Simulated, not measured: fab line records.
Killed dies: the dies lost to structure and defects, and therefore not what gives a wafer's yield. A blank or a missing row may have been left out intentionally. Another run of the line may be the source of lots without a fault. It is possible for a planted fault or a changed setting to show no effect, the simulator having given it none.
Chamber matching    flow n5Finfet    N5_BEOL_M4_STRIP_36 on rieDiel-01: 4 sister chambers
The step strips in N2/H2. 7 wafers are shown with their chamber, then 7 later ones without.

== WAFERS, EACH WITH ITS CHAMBER ==
wafer   chamber  drypumpMotorCurrentA (A)  throttleValvePct (%)
L077.4  2        5.8                       24.1
L079.2  0        5.2                       23.8
L079.6  3        5.5                       23.8
L082.1  3        5.5                       23.8
L082.5  1        5.6                       24.4
L087.1  2        5.9                       23.9
L087.4  1        5.6                       24.4

== WAFERS WITH NO CHAMBER GIVEN ==
wafer   drypumpMotorCurrentA (A)  throttleValvePct (%)
L087.5  5.5                       23.8
L093.2  5.6                       24.4
L093.4  5.1                       23.9
L093.5  5.9                       23.9
L097.1  5.9                       23.9
L097.2  5.1                       23.9
L097.6  5.1                       23.9

== CHAMBER TAKEN BY EACH ==
wafer   from the rows above  in truth
L087.5  3                    3
L093.2  1                    1
L093.4  0                    0
L093.5  2                    2
L097.1  2                    2
L097.2  0                    0
L097.6  0                    0
Correct placement for 7 of the 7. Number that these rows cannot place: 0. Number placed wrongly: 0.
How it was worked out, from the rows above alone: a wafer's distance from a chamber is the root of the sum, over the readings, of the square of ((its reading less the chamber's mean) divided by the reading's scatter). The wafer belongs to the nearest chamber; if the next one is less than 2 further off, it can't be placed. A chamber's mean is the mean of its shown wafers. The scatter is the square root of a quotient: the sum, over the shown wafers, of each reading's squared deviation from its chamber's mean, divided by wafers minus chambers.
